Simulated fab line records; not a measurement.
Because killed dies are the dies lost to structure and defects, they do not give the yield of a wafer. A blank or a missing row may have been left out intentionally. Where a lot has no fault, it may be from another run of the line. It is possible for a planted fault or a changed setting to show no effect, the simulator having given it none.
A single fault, viewed from 2 desks -- flow n5_finfet -- numbers are kept per desk, each desk with only its own; the story behind them comes last

## AT THE METROLOGY DESK
What the gauges read for every lot (on any tool): the sampled wafers with a number, averaged. Any lot whose mean is over 4 standard deviations away from the usual mean is out of limits and marked OUT; that distance is given in the brackets.
Columns: A = M13_OVL at N5_BEOL_M13_OVL_MEAS_29, usual -2 nm; B = trench_depth_nm at N5_BEOL_M13_OCD_MEAS_35, usual 416 nm; C = M13_THK at N5_BEOL_M13_THK_MEAS_50, usual 433 nm; D = M13_RS at N5_BEOL_M13_RS_MEAS_54, usual 0.0447 ohm/sq
lot,first seen here,A,B,C,D
L308,day 13 14:49,-2,413,426,0.0451
L309,day 14 05:38,1,415,434,0.0447
L313,day 14 22:52,3,417,430,0.0446
L311,day 15 18:13,10,420,439,0.0445
L323,day 18 09:11,-1,412,431,0.0451
L327,day 18 21:07,-4,396,415,0.0469
L330,day 19 10:33,-6,421,440,0.0442
L329,day 19 11:11,1,419,435,0.0443
L328,day 21 00:22,-4,417,436,0.0446
This desk's verdict: no lot among the 9 shows anything out of limits.

## TOOL OWNER'S DESK, rie_diel-02
The tool's own readings at N5_BEOL_M13_TRENCH_ETCH_34 (etches SiOC in C4F8/O2/Ar, target depth 413.47 nm, time 162.6 s): means of the sampled wafers that have a number, for each lot that ran on this tool. Any lot whose mean is over 4 standard deviations away from the usual mean is out of limits and marked OUT; that distance is given in the brackets.
Columns: A = drypump_motor_current_A at N5_BEOL_M13_TRENCH_ETCH_34, usual 5.7 A; B = oes_product_au at N5_BEOL_M13_TRENCH_ETCH_34, usual 0.80 a.u.; C = rf_fwd_power_W at N5_BEOL_M13_TRENCH_ETCH_34, usual 2989 W; D = rf_vpp_V at N5_BEOL_M13_TRENCH_ETCH_34, usual 665 V; E = showerhead_plenum_p_Torr at N5_BEOL_M13_TRENCH_ETCH_34, usual 3.41 Torr; F = throttle_valve_pct at N5_BEOL_M13_TRENCH_ETCH_34, usual 24.12 %
lot,first seen here,A,B,C,D,E,F
L308,day 13 15:17,5.6,0.75,2993,659,3.22,24.25
L313,day 14 23:20,5.7,0.79,2991,665,3.39,24.19
L323,day 18 09:38,5.7,0.77,2990,659,3.22,24.41
L327,day 18 22:10,5.6,0.76,2995,661,3.27,24.33
This desk's verdict: no lot among the 4 shows anything out of limits.

## BROUGHT TOGETHER
At the metrology desk, nothing out of limits was observed.
The tool owner's desk saw nothing out of limits.

## WHAT THE SIMULATOR HAD INSERTED
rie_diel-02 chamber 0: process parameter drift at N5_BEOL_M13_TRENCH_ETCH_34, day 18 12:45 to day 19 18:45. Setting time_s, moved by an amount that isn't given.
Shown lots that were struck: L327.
